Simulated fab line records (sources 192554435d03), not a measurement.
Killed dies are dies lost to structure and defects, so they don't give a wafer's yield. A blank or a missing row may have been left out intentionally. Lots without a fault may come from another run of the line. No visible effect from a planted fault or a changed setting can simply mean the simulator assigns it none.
Which tool is to blame? ; flow n5-finfet ; 21 wafers sampled from 7 lots at 1 step of a route of 1938

WHAT THE GAUGES SHOWED, per wafer
N5_BEOL_M14_INSPECT_12: inspects for defects (macro).
lot;measured;on;raw-defect-count
L952;day 11 21:11;defect-inspect-02;2 2 4
L955;day 12 06:42;defect-inspect-02;3 1 1
L960;day 13 19:48;defect-inspect-01;0 1 2
L962;day 14 06:20;defect-inspect-02;4 1 1
L968;day 15 21:25;defect-inspect-01;3 3 4
L970;day 16 12:59;defect-inspect-02;1 1 0
L974;day 16 22:25;defect-inspect-02;2 7 6

EACH LOT AND THE TOOL THAT RAN IT (in order: tool; ch and the chambers of the sampled wafers; start)
Before these readings, the record contains no process step.

THE ANSWER, worked out from the rows above alone
Rule: the usual values come from the lots themselves. Put in order of their means at a reading, lots are off if they are a third of the lots or fewer, leave a main group of 4 or more, and stand apart from it by a gap of 3 or more times the standard deviation of the main group's means; of several such gaps the widest counts. A main group is skipped when, at the precision printed for the reading in the tables above, its means are all equal. A lot without any number at a reading at which 4 lots or more have one is off too. All remaining lots with rows at the step are treated as sound.
No lot is off at any reading shown: from this, nothing can be told.

WHAT THE SIMULATOR PUT IN
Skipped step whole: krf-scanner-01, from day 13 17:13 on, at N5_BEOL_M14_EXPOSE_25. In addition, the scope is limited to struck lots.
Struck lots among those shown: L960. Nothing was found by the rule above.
